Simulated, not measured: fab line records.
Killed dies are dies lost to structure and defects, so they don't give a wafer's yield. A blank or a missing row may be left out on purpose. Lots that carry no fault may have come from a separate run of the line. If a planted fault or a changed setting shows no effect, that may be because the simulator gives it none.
fab line records	flow n5-finfet
record lots=11	wafers=32	last-day=17
route steps=1938 shown BEOL_M15@1825 MIM_TOP_LITHO@1848 MIM_TOP_ETCH@1851 PASSIVATION@1936
lots that met no fault: taken from a fault-free run of the same line
start-h: the number of hours between the record's first day and the start of the first shown wafer of the lot	wait-h: hours from the lot's prior step to this one	" repeats the value in the row above	L1.1+2: one row covering several wafers at once	- no value, or no start was given	* or withheld: withheld	< > ~ a bound
route shown NAME@n: NAME is a module with steps in the file, n the number in the route of the first one	usual: mean/standard deviation of fault-free wafers	same: alike in all rows	chamber/n: place in a boat	sites: per-site readings	_std_site: standard deviation across them	_edge_site: inner sites' mean taken away from outer sites' mean	radius-mm: for every site, how far away it sits from the centre of the wafer	mask NAME#n: copy n	behind: the most recent tool/chamber to have shaped the wafer	hold: what put the lot on hold/how long, in hours/how the hold closed	device: whichever transistor did not switch (one of n, p or np)	end of line: tests run on the same wafers once the route is complete	a step without rows: its recipe alone	killed: the dies lost at the first sort to structure and to defects; this is not the yield of the wafer	map: a wafer's dies, marking killed ones x, the rest . and places with no die _
set.NAME: setting as actually run; set.NAME@STEP: the setting as run at that earlier step	model.NAME: the simulator's own value behind a step, which no gauge read
route steps across a sampled set of lots; one table per step, one row per wafer
services: from which hour (start-h, from the record's first day; less than 0 if before it) a tool's chamber was out of use, for how many hours, and why
## steps
# step N5_BEOL_M15_THK_MEAS_50
# recipe thk-meas-gauge=xrf	reads=Cu_of_BEOL_M15_ECD_47
# usual M15_THK=843/17
lot.wafer	tool	chamber	start-h	wait-h	M15_THK[nm]
L346.1	film-metro-02	-	253.21	-	831
L346.6	"	-	"	"	866
L347.1	film-metro-02	-	254.30	-	854
L347.4	"	-	"	"	844
L347.6	"	-	"	"	841
L348.2	film-metro-01	-	265.47	-	840
L348.3	"	-	"	"	854
L348.4	"	-	"	"	873
L349.2	film-metro-02	-	267.62	-	819
L349.3	"	-	"	"	844
L349.5	"	-	"	"	841
L350.1	film-metro-02	-	282.67	-	861
L350.2	"	-	"	"	835
L350.3	"	-	"	"	875
L351.3	film-metro-02	-	283.00	-	822
L351.4	"	-	"	"	836
L351.5	"	-	"	"	829
L356.1	film-metro-02	-	310.03	-	884
L356.2	"	-	"	"	867
L356.4	"	-	"	"	871
L358.1	film-metro-01	-	323.03	-	856
L358.2	"	-	"	"	848
L358.4	"	-	"	"	839
L359.2	film-metro-02	-	328.58	-	849
L359.4	"	-	"	"	859
L359.5	"	-	"	"	839
L357.3	film-metro-02	-	329.71	-	843
L357.4	"	-	"	"	838
L357.5	"	-	"	"	835
L368.3	film-metro-02	-	385.38	-	841
L368.5	"	-	"	"	843
L368.6	"	-	"	"	847
# step N5_MIM_TOP_LITHO_OVL_MEAS_11
# recipe points-per-wafer=44
# usual MIM_TOP_OVL=3/6
lot.wafer	tool	chamber	start-h	wait-h	MIM_TOP_OVL[nm]
L346.1	overlay-02	0	258.42	0.0	5
L346.6	"	0	"	"	-6
L347.1	overlay-01	0	259.52	0.0	15
L347.4	"	0	"	"	-2
L347.6	"	0	"	"	-1
L348.2	overlay-01	0	268.77	0.0	2
L348.3	"	0	"	"	-3
L348.4	"	0	"	"	1
L349.2	overlay-01	0	270.65	0.0	-5
L349.3	"	0	"	"	8
L349.5	"	0	"	"	10
L350.1	overlay-01	0	285.74	0.0	1
L350.2	"	0	"	"	6
L350.3	"	0	"	"	5
L351.3	overlay-01	0	286.01	0.0	7
L351.4	"	0	"	"	-2
L351.5	"	0	"	"	8
L356.1	overlay-01	0	312.84	0.0	5
L356.2	"	0	"	"	-3
L356.4	"	0	"	"	-1
L358.1	overlay-02	0	327.16	0.0	-4
L358.2	"	0	"	"	7
L358.4	"	0	"	"	7
L359.2	overlay-01	0	334.05	0.0	-4
L359.4	"	0	"	"	-4
L359.5	"	0	"	"	4
L357.3	overlay-01	0	334.21	0.0	3
L357.4	"	0	"	"	4
L357.5	"	0	"	"	2
L368.3	overlay-02	0	388.58	0.0	11
L368.5	"	0	"	"	-3
L368.6	"	0	"	"	9
# step N5_MIM_TOP_ETCH_ETCH_00
# recipe chemistry=Cl2/BCl3	target=TiN	target-depth-a=385	ion-energy-ev=150	pressure-mtorr=10	icp-w=1000	bias-w=126	Cl2_flow_sccm=53.25	bcl3-flow-sccm=21.75	Ar_flow_sccm=25
# usual drypump-motor-current-A=5.4/0.31	mfc-ar-sccm=24.98/0.079	mfc-cl2-sccm=53.26/0.16	oes-product-au=0.80/0.11	throttle-valve-pct=22.81/0.21
lot.wafer	tool	chamber	start-h	wait-h	drypump-motor-current-A	mfc-ar-sccm	mfc-cl2-sccm	oes-product-au	rf-hours-counter-h	throttle-valve-pct
L346.1	rie-metal-01	0	258.56	0.1	5.2	25.00	53.11	0.87	12	22.70
L346.6	"	1	"	"	5.4	24.90	53.12	0.90	-	22.53
L347.1	rie-metal-03	0	259.67	0.1	5.6	24.98	53.33	0.66	103	23.15
L347.4	"	0	"	"	5.5	24.94	53.24	0.66	-	23.16
L347.6	"	1	"	"	5.6	25.00	53.14	0.70	-	23.02
L348.2	rie-metal-03	1	268.91	0.1	5.6	24.93	53.37	0.69	82	23.02
L348.3	"	0	"	"	5.5	24.95	53.21	0.67	-	23.16
L348.4	"	1	"	"	5.6	25.02	53.20	0.69	-	23.02
L349.2	rie-metal-02	1	270.81	0.1	6.0	24.90	53.29	0.63	112	22.88
L349.3	"	0	"	"	5.0	25.09	53.14	0.78	-	22.88
L349.5	"	0	"	"	5.1	24.98	53.32	0.78	-	22.87
L350.1	rie-metal-03	1	285.88	0.1	5.6	24.99	53.17	0.68	83	23.02
L350.2	"	0	"	"	5.5	24.64	53.07	0.66	105	23.15
L350.3	"	0	"	"	5.5	24.83	53.08	0.66	-	23.17
L351.3	rie-metal-01	1	286.20	0.1	5.5	25.14	53.17	0.88	-	22.55
L351.4	"	0	"	"	5.2	24.90	53.59	0.86	-	22.72
L351.5	"	0	"	"	5.2	25.01	53.36	0.87	-	22.72
L356.1	rie-metal-02	0	313.01	0.1	5.0	25.00	53.21	0.76	50	22.87
L356.2	"	0	"	"	5.0	24.98	52.85	0.76	-	22.89
L356.4	"	0	"	"	5.1	24.89	53.18	0.77	-	22.87
L358.1	rie-metal-02	0	327.31	0.1	5.0	25.06	53.22	0.76	52	22.89
L358.2	"	0	"	"	5.0	25.01	53.17	0.77	-	22.88
L358.4	"	0	"	"	5.0	25.03	53.13	0.77	-	22.90
L359.2	rie-metal-02	1	334.19	0.1	6.0	25.03	53.24	1.02	0	22.47
L359.4	"	1	"	"	6.0	24.99	53.28	1.03	-	22.46
L359.5	"	0	"	"	5.0	24.97	57.76	0.76	-	23.40
L357.3	rie-metal-02	1	334.42	0.1	6.0	25.00	53.22	1.00	-	22.47
L357.4	"	0	"	"	5.0	25.03	58.23	0.76	-	23.39
L357.5	"	1	"	"	6.0	25.02	53.18	0.99	-	22.46
L368.3	rie-metal-03	0	388.77	0.1	5.6	24.86	53.19	0.96	-	22.87
L368.5	"	0	"	"	5.6	24.86	53.13	0.95	-	22.85
L368.6	"	1	"	"	5.6	24.97	53.63	0.68	-	23.03
# step N5_MIM_TOP_ETCH_STRIP_01
# recipe chemistry=O2	power-w=600	temp-c=60	pressure-mtorr=30	rf-frequency-hz=6e+07	bias-power-w=0	overash-fraction=0.5	o2-flow-sccm=225
# usual drypump-motor-current-A=5.9/0.51	oes-product-au=0.77/0.078	rf-vpp-V=3.6/1.3	showerhead-plenum-p-Torr=2.12/0.061	throttle-valve-pct=16.64/0.19
lot.wafer	tool	chamber	start-h	wait-h	drypump-motor-current-A	oes-product-au	rf-hours-counter-h	rf-vpp-V	showerhead-plenum-p-Torr	throttle-valve-pct
L346.1	rie-diel-01	2	258.78	0.2	5.7	0.71	219	4.0	2.16	16.50
L346.6	"	0	"	"	5.8	0.87	-	4.7	2.11	16.53
L347.1	rie-diel-01	3	259.81	0.1	6.3	0.72	211	4.3	2.09	16.80
L347.4	"	1	"	"	5.9	0.82	70	3.4	2.24	16.63
L347.6	"	3	"	"	6.3	0.72	-	3.7	2.09	16.80
L348.2	rie-diel-02	2	269.06	0.1	6.5	0.70	227	2.5	2.06	16.87
L348.3	"	3	"	"	5.6	0.89	34	4.4	2.23	16.39
L348.4	"	3	"	"	5.6	0.89	-	3.3	2.23	16.42
L349.2	rie-diel-02	2	270.95	0.1	6.5	0.70	228	4.2	2.06	16.81
L349.3	"	3	"	"	5.6	0.87	35	5.6	2.23	16.38
L349.5	"	2	"	"	6.4	0.70	-	4.2	2.06	16.81
L350.1	rie-diel-02	3	286.04	0.1	5.6	0.88	41	3.2	2.23	16.37
L350.2	"	1	"	"	5.8	0.72	194	3.2	2.10	16.57
L350.3	"	2	"	"	6.4	0.69	235	4.2	2.06	16.87
L351.3	rie-diel-01	3	286.30	0.1	6.3	0.73	220	2.0	2.09	16.81
L351.4	"	2	"	"	5.7	0.70	228	3.4	2.16	16.50
L351.5	"	1	"	"	5.9	0.81	-	5.1	2.23	16.66
L356.1	rie-diel-02	0	313.27	0.2	5.0	0.96	6	4.1	2.15	16.39
L356.2	"	1	"	"	5.8	0.71	203	2.2	2.09	16.60
L356.4	"	2	"	"	6.5	0.69	244	6.1	2.05	16.89
L358.1	rie-diel-01	3	327.57	0.2	6.2	0.70	235	2.3	2.08	16.86
L358.2	"	0	"	"	5.8	0.82	68	2.3	2.10	16.57
L358.4	"	3	"	"	6.3	0.70	-	1.6	2.08	16.81
L359.2	rie-diel-03	3	334.35	0.1	6.0	0.69	222	1.9	2.17	16.97
L359.4	"	0	"	"	6.7	0.72	166	4.3	2.10	16.78
L359.5	"	1	"	"	6.1	0.71	-	3.7	2.15	16.77
L357.3	rie-diel-03	1	334.66	0.2	6.0	0.71	216	3.2	2.15	16.73
L357.4	"	3	"	"	5.9	0.67	222	3.7	2.17	16.94
L357.5	"	3	"	"	6.0	0.68	-	3.1	2.17	17.02
L368.3	rie-diel-01	2	388.87	0.1	5.7	0.67	248	4.3	2.15	16.49
L368.5	"	0	"	"	5.8	0.82	-	4.7	2.09	16.61
L368.6	"	1	"	"	5.9	0.82	-	3.5	2.22	16.69
# step N5_PASSIVATION_PROBE_49
# usual defect-limited-yield=91.3/1.5	killed_at_M0_to_M3=35/10	killed_at_M4_up=12/4.6	killed-at-contacts=13/6.6	killed-at-front-end=39/11	killed-at-other=4/3.4	killed-dies=103/17	killed-open=67/13	killed-short=35/8.2	sort_bin_5_function=5.1/0.94	sort_bin_6_memory=3.2/0.7	sort-n-pass=1077/17	sort-yield-pct=91.3/1.5
# same gross-dies=1180	killed-at-back-side=0	sort_bin_4_leakage[%]=0	sort_bin_8_speed[%]=0
lot.wafer	tool	chamber	start-h	wait-h	defect-limited-yield[%]	killed_at_M0_to_M3	killed_at_M4_up	killed-at-contacts	killed-at-front-end	killed-at-other	killed-dies	killed-open	killed-short	sort_bin_5_function[%]	sort_bin_6_memory[%]	sort-n-pass	sort-yield-pct[%]
L347.1	prober-01	-	269.89	0.0	91.6	33	15	15	35	1	99	62	36	4.7	3.4	1081	91.6
L347.4	prober-01	-	270.04	0.2	92.8	30	6	8	39	2	85	58	27	4.8	2.2	1095	92.8
L347.6	prober-01	-	270.14	0.3	91.9	42	8	12	33	1	96	58	30	4.3	3.1	1084	91.9
L346.1	prober-02	-	270.63	0.0	90.7	27	18	13	47	5	110	68	41	5.2	3.2	1070	90.7
L346.6	prober-02	-	270.88	0.3	92.8	29	23	8	21	4	85	58	25	4.2	2.5	1095	92.8
L348.2	prober-01	-	281.68	0.1	93.4	24	15	6	33	0	78	45	33	3.2	3.0	1102	93.4
L348.3	prober-01	-	281.73	0.1	91.0	36	14	21	33	2	106	68	37	5.3	3.2	1074	91.0
L348.4	prober-01	-	281.78	0.2	93.1	34	5	5	35	2	81	59	20	4.3	2.3	1099	93.1
L349.2	prober-01	-	283.83	0.2	91.3	25	16	28	34	0	103	76	25	4.9	3.5	1077	91.3
L349.3	prober-01	-	283.88	0.3	92.9	22	13	22	26	1	84	60	23	4.3	2.5	1096	92.9
L349.5	prober-01	-	283.98	0.4	91.5	48	10	13	25	4	100	63	36	5.6	2.5	1080	91.5
L351.3	prober-01	-	296.90	0.1	91.8	36	16	6	38	1	97	62	34	4.3	3.4	1083	91.8
L351.4	prober-01	-	296.95	0.2	91.8	36	14	7	38	2	97	55	42	4.3	3.5	1083	91.8
L351.5	prober-01	-	297.00	0.2	90.8	33	22	12	38	4	109	70	38	5.8	3.1	1071	90.8
L350.1	prober-02	-	300.28	0.0	90.1	47	10	7	48	5	117	73	42	5.8	3.7	1063	90.1
L350.2	prober-02	-	300.33	0.1	92.7	24	8	13	39	2	86	55	31	4.1	3.1	1094	92.7
L350.3	prober-02	-	300.38	0.1	89.9	52	12	14	41	0	119	84	34	5.8	4.2	1061	89.9
L356.1	prober-01	-	326.39	0.0	89.3	43	11	12	56	4	126	75	49	6.4	3.6	1054	89.3
L356.2	prober-01	-	326.44	0.1	88.9	44	8	30	43	6	131	82	43	6.4	4.2	1049	88.9
L356.4	prober-01	-	326.54	0.2	91.1	27	13	18	45	2	105	76	28	4.8	3.8	1075	91.1
L358.1	prober-01	-	337.50	0.0	89.5	34	9	13	65	3	124	69	53	6.2	3.6	1056	89.5
L358.2	prober-01	-	337.55	0.1	89.8	37	9	13	53	8	120	85	33	5.3	4.7	1060	89.8
L358.4	prober-01	-	337.65	0.2	86.2	45	13	8	94	3	163	115	44	7.8	5.3	1017	86.2
L359.2	prober-01	-	343.01	0.1	92.5	22	17	5	41	4	89	64	24	4.8	2.3	1091	92.5
L359.4	prober-01	-	343.11	0.2	90.7	28	16	13	43	10	110	82	27	5.3	3.7	1070	90.7
L359.5	prober-01	-	343.16	0.2	91.5	26	9	13	49	3	100	60	36	4.7	3.1	1080	91.5
L357.3	prober-02	-	345.66	0.1	92.6	18	11	16	38	4	87	47	39	3.6	3.1	1093	92.6
L357.4	prober-02	-	345.71	0.2	93.1	32	12	20	17	1	82	55	26	4.2	2.7	1098	93.1
L357.5	prober-02	-	345.76	0.2	93.1	30	6	15	27	3	81	52	28	4.2	2.6	1099	93.1
L368.3	prober-02	-	397.45	0.1	91.4	36	20	9	30	6	101	65	33	5.2	3.1	1079	91.4
L368.5	prober-02	-	397.55	0.2	90.8	36	14	14	42	3	109	65	44	5.5	3.4	1071	90.8
L368.6	prober-02	-	397.60	0.3	88.9	38	15	22	43	13	131	85	43	6.9	3.9	1049	88.9
# killed by level:class
L347.1 BEOL_M3:geometric-particle:open=10 MOL_CONTACT_COAG:geometric-particle:open=9 FIN_SAQP:geometric-particle:short=8 BEOL_M0_SAQP:geometric-particle:open=7 STI_FIN_REVEAL:geometric-particle:open=6 MOL_CONTACT_COAG:geometric-particle:short=5 BEOL_M0_SAQP:geometric-particle:short=5 BEOL_M5:geometric-particle:open=5
L347.4 STI_FIN_REVEAL:geometric-particle:open=17 FIN_SAQP:geometric-particle:short=8 MOL_CONTACT_COAG:geometric-particle:open=8 BEOL_M0_SAQP:geometric-particle:open=8 BEOL_M3:geometric-particle:open=8 BEOL_M0_SAQP:geometric-particle:short=5 BEOL_M1:geometric-particle:open=3 STARTING-WAFER:geometric-particle:short=3
L347.6 BEOL_M3:geometric-particle:open=14 MOL_CONTACT_COAG:geometric-particle:open=9 STI_FIN_REVEAL:geometric-particle:open=7 HKMG_FIN:area-etch=6 BEOL_M0_SAQP:geometric-particle:open=5 BEOL_M1:geometric-particle:open=5 FIN_SAQP:geometric-particle:short=4 BEOL_M3:geometric-particle:short=4
L346.1 FIN_SAQP:geometric-particle:open=9 MOL_CONTACT_COAG:geometric-particle:open=9 BEOL_M4:geometric-particle:open=8 DUMMY_GATE:geometric-particle:open=7 BEOL_M0_SAQP:geometric-particle:short=7 BEOL_M1:geometric-particle:open=6 STARTING-WAFER:geometric-particle:open=5 BEOL_M0_SAQP:geometric-particle:open=5
L346.6 BEOL_M4:geometric-particle:open=11 BEOL_M3:geometric-particle:open=9 STI_FIN_REVEAL:geometric-particle:open=5 MOL_CONTACT_COAG:geometric-particle:open=5 BEOL_M0_SAQP:geometric-particle:open=5 BEOL_M0_SAQP:geometric-particle:short=4 BEOL_M1:geometric-particle:open=4 BEOL_M8:geometric-particle:open=4
L348.2 BEOL_M2:geometric-particle:open=11 BEOL_M0_SAQP:geometric-particle:short=9 DUMMY_GATE:geometric-particle:open=7 FIN_SAQP:geometric-particle:short=5 GATE_CUT:geometric-particle:short=5 BEOL_M4:geometric-particle:open=5 BEOL_M5:geometric-particle:open=5 STI_FIN_REVEAL:geometric-particle:open=4
L348.3 MOL_CONTACT_COAG:geometric-particle:open=14 STI_FIN_REVEAL:geometric-particle:open=11 BEOL_M0_SAQP:geometric-particle:short=11 BEOL_M0_SAQP:geometric-particle:open=9 BEOL_M4:geometric-particle:open=8 MOL_CONTACT_COAG:geometric-particle:short=7 BEOL_M1:geometric-particle:open=6 BEOL_M3:geometric-particle:open=4
L348.4 STI_FIN_REVEAL:geometric-particle:open=13 BEOL_M0_SAQP:geometric-particle:short=7 BEOL_M0_SAQP:geometric-particle:open=6 BEOL_M3:geometric-particle:open=6 FIN_SAQP:geometric-particle:open=5 MOL_CONTACT_COAG:geometric-particle:open=5 BEOL_M1:geometric-particle:open=4 BEOL_M2:geometric-particle:open=4
L349.2 MOL_CONTACT_COAG:geometric-particle:open=26 FIN_SAQP:geometric-particle:open=6 BEOL_M8:geometric-particle:open=5 STI_FIN_REVEAL:geometric-particle:open=5 BEOL_M1:geometric-particle:open=5 BEOL_M3:geometric-particle:open=5 STARTING-WAFER:geometric-particle:short=5 FIN_SAQP:geometric-particle:short=4
L349.3 MOL_CONTACT_COAG:geometric-particle:open=16 STI_FIN_REVEAL:geometric-particle:open=10 BEOL_M0_SAQP:geometric-particle:short=7 BEOL_M3:geometric-particle:open=7 MOL_CONTACT_COAG:geometric-particle:short=6 BEOL_M0_SAQP:geometric-particle:open=5 BEOL_M5:geometric-particle:open=4 FIN_SAQP:geometric-particle:open=3
L349.5 BEOL_M0_SAQP:geometric-particle:short=12 BEOL_M3:geometric-particle:open=11 MOL_CONTACT_COAG:geometric-particle:open=10 BEOL_M0_SAQP:geometric-particle:open=9 BEOL_M0:geometric-particle:open=6 DUMMY_GATE:geometric-particle:open=5 BEOL_M2:geometric-particle:open=4 STI_FIN_REVEAL:geometric-particle:open=3
L351.3 FIN_SAQP:geometric-particle:open=11 BEOL_M0_SAQP:geometric-particle:open=9 BEOL_M4:geometric-particle:open=7 ILD0:geometric-particle:short=6 BEOL_M1:geometric-particle:open=6 DUMMY_GATE:geometric-particle:open=5 BEOL_M0_SAQP:geometric-particle:short=5 BEOL_M3:geometric-particle:short=5
L351.4 FIN_SAQP:geometric-particle:short=9 BEOL_M0_SAQP:geometric-particle:open=8 FIN_SAQP:geometric-particle:open=7 MOL_CONTACT_COAG:geometric-particle:open=6 BEOL_M1:geometric-particle:open=6 BEOL_M4:geometric-particle:open=6 BEOL_M2:geometric-particle:open=5 BEOL_M2:geometric-particle:short=5
L351.5 FIN_SAQP:geometric-particle:short=11 MOL_CONTACT_COAG:geometric-particle:open=11 STI_FIN_REVEAL:geometric-particle:open=9 BEOL_M3:geometric-particle:open=9 BEOL_M6:geometric-particle:open=9 BEOL_M0_SAQP:geometric-particle:short=6 ILD0:geometric-particle:short=4 BEOL_M0_SAQP:geometric-particle:open=4
L350.1 BEOL_M1:geometric-particle:open=11 BEOL_M2:geometric-particle:open=11 FIN_SAQP:geometric-particle:short=10 FIN_SAQP:geometric-particle:open=8 STI_FIN_REVEAL:geometric-particle:open=8 BEOL_M0_SAQP:geometric-particle:short=8 MOL_CONTACT_COAG:geometric-particle:open=7 GATE_CUT:geometric-particle:short=6
L350.2 MOL_CONTACT_COAG:geometric-particle:open=11 FIN_SAQP:geometric-particle:short=8 BEOL_M1:geometric-particle:open=8 FIN_SAQP:geometric-particle:open=6 DUMMY_GATE:geometric-particle:open=6 GATE_CUT:geometric-particle:short=4 BEOL_M0_SAQP:geometric-particle:short=4 STARTING-WAFER:geometric-particle:open=4
L350.3 FIN_SAQP:geometric-particle:open=17 BEOL_M1:geometric-particle:open=17 STI_FIN_REVEAL:geometric-particle:open=10 MOL_CONTACT_COAG:geometric-particle:open=10 BEOL_M0_SAQP:geometric-particle:short=8 BEOL_M0_SAQP:geometric-particle:open=7 BEOL_M2:geometric-particle:open=7 BEOL_M0:geometric-particle:open=6
L356.1 DUMMY_GATE:geometric-particle:open=14 FIN_SAQP:geometric-particle:short=10 MOL_CONTACT_COAG:geometric-particle:open=9 BEOL_M0_SAQP:geometric-particle:open=7 GATE_CUT:geometric-particle:short=7 BEOL_M0_SAQP:geometric-particle:short=7 BEOL_M3:geometric-particle:open=6 BEOL_M3:geometric-particle:short=6
L356.2 MOL_CONTACT_COAG:geometric-particle:open=26 BEOL_M2:geometric-particle:open=12 FIN_SAQP:geometric-particle:short=8 BEOL_M0_SAQP:geometric-particle:short=7 FIN_SAQP:geometric-particle:open=6 DUMMY_GATE:geometric-particle:open=6 ILD0:geometric-particle:short=6 BEOL_M0_SAQP:geometric-particle:open=5
L356.4 FIN_SAQP:geometric-particle:open=19 MOL_CONTACT_COAG:geometric-particle:open=11 DUMMY_GATE:geometric-particle:open=10 BEOL_M1:geometric-particle:open=9 MOL_CONTACT_COAG:geometric-particle:short=7 FIN_SAQP:geometric-particle:short=6 BEOL_M0:geometric-particle:open=6 STI_FIN_REVEAL:geometric-particle:open=5
L358.1 FIN_SAQP:geometric-particle:short=19 STI_FIN_REVEAL:geometric-particle:open=15 MOL_CONTACT_COAG:geometric-particle:open=11 BEOL_M3:geometric-particle:open=9 FIN_SAQP:geometric-particle:open=6 BEOL_M0_SAQP:geometric-particle:short=6 GATE_CUT:geometric-particle:short=6 STARTING-WAFER:geometric-particle:open=5
L358.2 STI_FIN_REVEAL:geometric-particle:open=11 MOL_CONTACT_COAG:geometric-particle:open=11 BEOL_M3:geometric-particle:open=11 FIN_SAQP:geometric-particle:open=9 DUMMY_GATE:geometric-particle:open=8 FIN_SAQP:geometric-particle:short=7 BEOL_M1:geometric-particle:open=5 BEOL_M0_SAQP:geometric-particle:open=5
L358.4 STI_FIN_REVEAL:geometric-particle:open=37 FIN_SAQP:geometric-particle:open=24 STI_FIN_REVEAL:geometric-particle:short=14 BEOL_M3:geometric-particle:open=10 BEOL_M0_SAQP:geometric-particle:short=9 BEOL_M0_SAQP:geometric-particle:open=8 MOL_CONTACT_COAG:geometric-particle:open=6 BEOL_M1:geometric-particle:short=5
L359.2 FIN_SAQP:geometric-particle:open=13 STI_FIN_REVEAL:geometric-particle:open=7 BEOL_M3:geometric-particle:open=7 BEOL_M2:geometric-particle:open=6 BEOL_M4:geometric-particle:open=6 FIN_SAQP:geometric-particle:short=5 DUMMY_GATE:geometric-particle:open=4 BEOL_M1:geometric-particle:open=4
L359.4 FIN_SAQP:geometric-particle:open=17 MOL_CONTACT_COAG:geometric-particle:open=12 BEOL_M3:geometric-particle:open=8 FIN_SAQP:geometric-particle:short=6 BEOL_M2:geometric-particle:open=6 STI_FIN_REVEAL:geometric-particle:open=5 BEOL_M0_SAQP:geometric-particle:open=5 MIM_TOP_ETCH:geometric-particle:short=5
L359.5 FIN_SAQP:geometric-particle:open=14 MOL_CONTACT_COAG:geometric-particle:open=9 BEOL_M0_SAQP:geometric-particle:short=6 BEOL_M2:geometric-particle:open=6 FIN_SAQP:geometric-particle:short=5 BEOL_M0_SAQP:geometric-particle:open=5 STARTING-WAFER:geometric-particle:short=5 STI_FIN_REVEAL:geometric-particle:open=4
L357.3 MOL_CONTACT_COAG:geometric-particle:open=12 STI_FIN_REVEAL:geometric-particle:open=8 BEOL_M3:geometric-particle:open=8 FIN_SAQP:geometric-particle:short=7 GATE_CUT:geometric-particle:short=5 STARTING-WAFER:geometric-particle:short=5 MOL_CONTACT_COAG:geometric-particle:short=4 BEOL_M4:geometric-particle:open=4
L357.4 MOL_CONTACT_COAG:geometric-particle:open=17 BEOL_M0_SAQP:geometric-particle:open=11 BEOL_M0_SAQP:geometric-particle:short=5 BEOL_M3:geometric-particle:short=5 BEOL_M3:geometric-particle:open=5 STARTING-WAFER:geometric-particle:short=5 GATE_CUT:geometric-particle:short=3 MOL_CONTACT_COAG:geometric-particle:short=3
L357.5 MOL_CONTACT_COAG:geometric-particle:open=11 BEOL_M0_SAQP:geometric-particle:open=10 BEOL_M3:geometric-particle:open=8 BEOL_M0_SAQP:geometric-particle:short=7 FIN_SAQP:geometric-particle:open=6 FIN_SAQP:geometric-particle:short=4 ILD0:geometric-particle:open=4 MOL_CONTACT_COAG:geometric-particle:short=4
L368.3 BEOL_M2:geometric-particle:open=15 GATE_CUT:geometric-particle:short=7 MOL_CONTACT_COAG:geometric-particle:open=7 FIN_SAQP:geometric-particle:open=6 DUMMY_GATE:geometric-particle:open=6 BEOL_M0_SAQP:geometric-particle:open=6 BEOL_M0_SAQP:geometric-particle:short=5 BEOL_M8:geometric-particle:open=5
L368.5 GATE_CUT:geometric-particle:short=12 BEOL_M4:geometric-particle:open=12 MOL_CONTACT_COAG:geometric-particle:open=9 BEOL_M0_SAQP:geometric-particle:short=9 DUMMY_GATE:geometric-particle:open=7 BEOL_M0_SAQP:geometric-particle:open=6 BEOL_M2:geometric-particle:open=6 MOL_CONTACT_COAG:geometric-particle:short=5
L368.6 MOL_CONTACT_COAG:geometric-particle:open=15 FIN_SAQP:geometric-particle:open=12 BEOL_M0_SAQP:geometric-particle:open=11 GATE_CUT:geometric-particle:short=8 BEOL_M0_SAQP:geometric-particle:short=8 MOL_CONTACT_COAG:geometric-particle:short=7 BEOL_M1:geometric-particle:open=7 DUMMY_GATE:geometric-particle:open=6
## services
tool	chamber	start-h	hours	kind
rie-diel-03	-	236.51	0.3	repair
rie-diel-02	2	244.08	21.0	repair
rie-diel-03	0	253.64	2.0	repair
rie-diel-02	0	254.95	14.4	repair
rie-diel-02	3	282.57	1.5	repair
rie-diel-03	3	285.32	6.0	repair
rie-diel-01	-	290.73	2.8	pm
rie-diel-01	2	293.58	40.7	repair
rie-metal-02	1	299.83	-	clean
rie-metal-02	1	299.83	32.6	scheduled-down
rie-metal-02	1	299.83	32.6	vent-cycle
rie-diel-02	2	324.02	3.9	repair
rie-diel-01	1	326.23	2.7	repair
rie-diel-02	2	335.77	-	clean
rie-diel-02	2	335.77	-	consumable-replace:focus-ring
rie-diel-02	2	335.77	17.2	scheduled-down
rie-diel-02	2	335.77	17.2	vent-cycle
rie-metal-03	0	336.11	-	clean
rie-metal-03	1	337.15	8.3	repair
rie-metal-02	1	340.07	5.2	repair
rie-diel-01	3	376.47	-	clean
rie-diel-01	3	376.47	-	consumable-replace:focus-ring
rie-diel-01	3	376.47	19.3	scheduled-down
rie-diel-01	3	376.47	19.3	vent-cycle
## key
first-sign step=N5_MIM_TOP_ETCH_ETCH_00	reading=mfc-cl2-sccm	direction=up	sigmas=29	usual=53.26	struck=57.99
effect step=N5_MIM_TOP_ETCH_ETCH_00	reading=throttle-valve-pct	direction=up	sigmas=2.8	usual=*	struck=*
met-at N5_MIM_TOP_ETCH_ETCH_00
struck-lots L357,L359
struck-wafers L357.4,L359.5
not-acting-at N5_BEOL_M15_THK_MEAS_50,N5_MIM_TOP_LITHO_OVL_MEAS_11,N5_MIM_TOP_ETCH_STRIP_01
onset-between 327.31 334.19
fault kind=process-parameter-drift	tool=rie-metal-02	chamber=0	onset-h=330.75	steps=N5_MIM_TOP_ETCH_ETCH_00	channel=Cl2_flow_sccm	offset=4.4541	shape=step	end-h=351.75	acts-in=these-recipes-only	stated=53.25
